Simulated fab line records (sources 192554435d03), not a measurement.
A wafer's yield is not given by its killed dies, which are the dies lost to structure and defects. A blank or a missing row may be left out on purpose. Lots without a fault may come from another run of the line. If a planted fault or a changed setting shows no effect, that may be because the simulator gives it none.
Problem report, 8D (eight disciplines) form, completed by code ; flow n5 finfet ; the parts of the form that need people (team, actions taken, sign-off) are left out

## 1. THE PROBLEM
At N5_BEOL_M9_COAT_63, spin speed rpm averages 1462.5 rpm over 6 wafers from 2 lots, while fault-free wafers read 1500.1 rpm, standard deviation 0.93. That is -40 standard deviations from the usual mean.
The step: time 60 s, resist thk 60 nm.
Earliest sighting: wafer L225.1 on litho track-01 at day 12 22:07. Wafers with a number at this step in the record: 33, from 11 lots. By rule, "out" or "out of limits" means more than 4 standard deviations away from the usual mean. The rest of the wafers with a number are treated as sound.

## 2. WHAT IT IS AND WHAT IT IS NOT
question;is;is not
which readings at this step;spin speed rpm;dispense pressure kPa, exhaust pa
which lots;L224, L225;L211, L212, L215, L222, L227, L230, L231, L232, L233
which wafers of those lots;all that have a number;-
read on which tools;litho track-01;litho track-04, litho track-05
when;from day 12 22:07;"up to then (12 sound wafers); but 15 sound wafers of L227, L230, L231, L232, L233 came after"

## 3. SUSPECTS, AND WHAT RULES EACH OUT
Counting: a tool at any process step up to the reading remains a suspect when it ran all the lots that are out and ran no sound lot after the first of those.
- litho track-01 at N5_BEOL_M9_COAT_63 (time 60 s, resist thk 60 nm): kept. It ran every lot that is out, first L225 (day 12 22:07), and no sound lot after that; its last sound lot up to then is L212 (day 10 05:18). Its own spin speed rpm readings are out on those wafers.
Left after counting: litho track-01 at N5_BEOL_M9_COAT_63.

## 4. THE CAUSE (what the simulator had put in)
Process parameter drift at N5_BEOL_M9_COAT_63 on litho track-01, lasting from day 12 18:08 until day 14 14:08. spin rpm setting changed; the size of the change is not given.
After counting, this tool was the only one left.

## 5. THE CHAIN OF EFFECTS, in route order
Each row: a reading where the mean over the struck wafers with a number is more than 3 standard deviations away from the usual. Scope: only readings with a usual standard deviation given in the record; hours: median across lots of the time from each lot's start at the first step in this table that gives one to its start at this step; sigmas: change in usual standard deviations.
hours;step;reading;usual;on struck wafers;change;sigmas
0;N5_BEOL_M9_COAT_63;spin speed rpm;1500.1 rpm;1462.5;-37.6;-40
It contains these process steps:
- N5_BEOL_M9_COAT_63: time 60 s, resist thk 60 nm.
At these later measuring or inspecting steps, every struck wafer for which the step has a row has a number for every such reading, and none has moved that far: N5_BEOL_M9_OVL_MEAS_29.

## 6. WHAT WOULD HAVE CAUGHT IT SOONER
First out-of-limits reading in this record: day 12 22:07, which is 4 hours after fault onset at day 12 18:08.
